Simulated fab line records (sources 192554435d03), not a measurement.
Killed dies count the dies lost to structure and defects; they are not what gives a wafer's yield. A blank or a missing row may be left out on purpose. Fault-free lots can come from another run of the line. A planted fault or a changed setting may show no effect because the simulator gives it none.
Chamber matching -- flow n5_finfet -- lpcvd-01 running N5_DUMMY_GATE_CVD_03: 13 sister chambers
The step deposits a-Si from SiH4, target thk 150 nm, time 8042 s. 14 wafers are shown with their chamber, then 1 later ones without.

## EACH WAFER AND ITS CHAMBER
wafer,chamber,spike_tc_upper_C (C),spike_tc_top_C (C)
L614.2,1/45,530.1,551.5
L614.3,1/50,530.1,551.5
L614.5,1/59,530.1,551.5
L615.1,0/65,527.3,552.1
L615.2,0/70,527.3,552.1
L615.4,0/79,527.3,552.1
L628.4,1/54,529.8,551.6
L628.5,1/59,529.8,551.6
L628.6,1/64,529.8,551.6
L629.1,0/40,527.7,552.9
L629.2,0/45,527.7,552.9
L631.1,0/90,526.6,552.1
L631.4,0/104,526.6,552.1
L631.5,0/109,526.6,552.1

## WAFERS WITH NO CHAMBER GIVEN
wafer,spike_tc_upper_C (C),spike_tc_top_C (C)
L635.4,527.4,552.6

## WHICH CHAMBER EACH ONE RAN IN
wafer,from the rows above,in truth
L635.4,can't be placed: 0/40 or 0/45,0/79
Correct placement for 0 of the 1. Cannot be placed on the basis of these rows: 1; the candidates contain the true chamber in 0. Placed wrongly: 0.
How it was worked out, from the rows above alone: a wafer's distance from a chamber is the root of the sum, over the readings, of the square of ((its reading less the chamber's mean) divided by the reading's scatter). The wafer belongs to the nearest chamber; if the next one is less than 2 further off, it can't be placed. Each chamber's mean is taken over the wafers shown for it. The scatter: take each reading less its chamber's mean, square it, sum over the shown wafers, divide by the number of wafers less the number of chambers, and take the root.
